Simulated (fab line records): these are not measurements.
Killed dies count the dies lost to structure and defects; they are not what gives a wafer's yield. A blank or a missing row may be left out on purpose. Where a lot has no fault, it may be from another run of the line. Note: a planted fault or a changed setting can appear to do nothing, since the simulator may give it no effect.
A single fault, viewed from 3 desks + flow n5 finfet + each desk holds nothing but its own numbers, with what lay behind them at the end

THE TOOL OWNER'S DESK: rie diel-06
The tool's own readings at N5_HKMG_FIN_ETCH_55 (etches SOC in N2/H2, target depth 240 nm, time 300 s): means of the sampled wafers that have a number, for each lot that ran on this tool. A lot is out of limits, marked OUT, if its mean lies more than 4 standard deviations from the usual mean; the brackets give that distance.
Columns: A = drypump motor current A at N5_HKMG_FIN_ETCH_55, usual 5.6 A; B = oes product au at N5_HKMG_FIN_ETCH_55, usual 0.82 a.u.; C = rf fwd power W at N5_HKMG_FIN_ETCH_55, usual 838.3 W; D = rf vpp V at N5_HKMG_FIN_ETCH_55, usual 524.0 V; E = showerhead plenum p Torr at N5_HKMG_FIN_ETCH_55, usual 2.55 Torr; F = throttle valve pct at N5_HKMG_FIN_ETCH_55, usual 17.9 %
| lot  | first seen here | A   | B               | C     | D     | E    | F    |
|------|-----------------|-----|-----------------|-------|-------|------|------|
| L146 | day 6 19:01     | 5.6 | 0.82            | 837.0 | 525.6 | 2.60 | 18.0 |
| L149 | day 7 11:56     | 6.1 | 1.25 (+4.3) OUT | 839.3 | 524.4 | 2.56 | 17.5 |
| L150 | day 7 18:50     | 5.9 | 1.16            | 840.4 | 524.7 | 2.55 | 17.7 |
| L151 | day 7 22:54     | 5.8 | 1.09            | 838.3 | 523.7 | 2.53 | 18.0 |
This desk finds L149 out of limits, L149 being first, at day 7 11:56 (oes product au at N5_HKMG_FIN_ETCH_55). Within limits: L146, L150, L151.

AT THE METROLOGY DESK
Means of the sampled wafers that have a number, per lot and without regard to the tool the lot ran on: this is what the gauges read. A lot is out of limits, marked OUT, if its mean lies more than 4 standard deviations from the usual mean; the brackets give that distance. Of its 12 readings 7 are shown: those that lie furthest out on some lot.
Columns: A = NDIPOLE_OVL at N5_HKMG_FIN_OVL_MEAS_50, usual -0.1 nm; B = DIBL_P at N5_BEOL_M4_RC_MEAS_101, usual 37.1 mV/V; C = IOFF_P at N5_BEOL_M4_RC_MEAS_101, usual 0.22 nA/um; D = ION_N at N5_BEOL_M4_RC_MEAS_101, usual 679 uA/um; E = SS_N at N5_BEOL_M4_RC_MEAS_101, usual 71.7 mV/dec; F = VT_N at N5_BEOL_M4_RC_MEAS_101, usual 248.8 mV; G = VT_P at N5_BEOL_M4_RC_MEAS_101, usual -250 mV
| lot  | first seen here | A    | B    | C    | D   | E    | F     | G    |
|------|-----------------|------|------|------|-----|------|-------|------|
| L136 | day 4 11:28     | 0.5  | 38.7 | 0.26 | 686 | 71.4 | 247.0 | -246 |
| L146 | day 6 18:50     | 1.0  | 34.6 | 0.19 | 672 | 71.1 | 249.1 | -254 |
| L149 | day 7 11:25     | 0.6  | 34.4 | 0.21 | 662 | 71.8 | 252.1 | -250 |
| L150 | day 7 18:40     | -0.9 | 38.2 | 0.21 | 682 | 72.6 | 247.1 | -251 |
| L151 | day 7 22:43     | 0.7  | 36.2 | 0.22 | 679 | 71.4 | 248.3 | -250 |
| L156 | day 9 04:43     | -0.1 | 38.3 | 0.25 | 692 | 72.4 | 247.6 | -250 |
| L158 | day 9 16:35     | -1.0 | 37.4 | 0.23 | 673 | 71.6 | 250.0 | -248 |
This desk found nothing out of limits on any of the 7 lots.

THE DEFECT DESK
Lot by lot, what the route's inspections counted, given as the mean of those sampled wafers with a number. A lot is out of limits, marked OUT, if its mean lies more than 4 standard deviations from the usual mean; the brackets give that distance.
Columns: A = raw defect count at N5_HKMG_FIN_INSPECT_61, usual 2.2
| lot  | first seen here | A   |
|------|-----------------|-----|
| L136 | day 4 11:32     | 1.7 |
| L146 | day 6 18:54     | 2.3 |
| L149 | day 7 11:28     | 4.7 |
| L150 | day 7 18:43     | 1.3 |
| L151 | day 7 22:47     | 2.0 |
| L156 | day 9 04:46     | 2.3 |
| L158 | day 9 16:38     | 4.3 |
This desk found nothing out of limits on any of the 7 lots.

PUT TOGETHER
At day 7 11:56, on L149, the tool owner's desk was in a position to raise an alarm.
Nothing out of limits was seen by the metrology desk.
Nothing out of limits was seen by the defect desk.
The metrology desk holds a record of L149, inside its limits.
The defect desk has L149 on record, within its limits.
N5_HKMG_FIN_ETCH_55 was run on rie diel-06 by each of the lots named.

WHAT WAS PUT IN BY THE SIMULATOR
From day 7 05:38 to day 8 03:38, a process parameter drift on rie diel-06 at N5_HKMG_FIN_ETCH_55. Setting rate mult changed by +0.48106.
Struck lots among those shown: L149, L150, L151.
Time in hours from fault onset to the first out-of-limits reading at each desk: the tool owner's desk, 6.
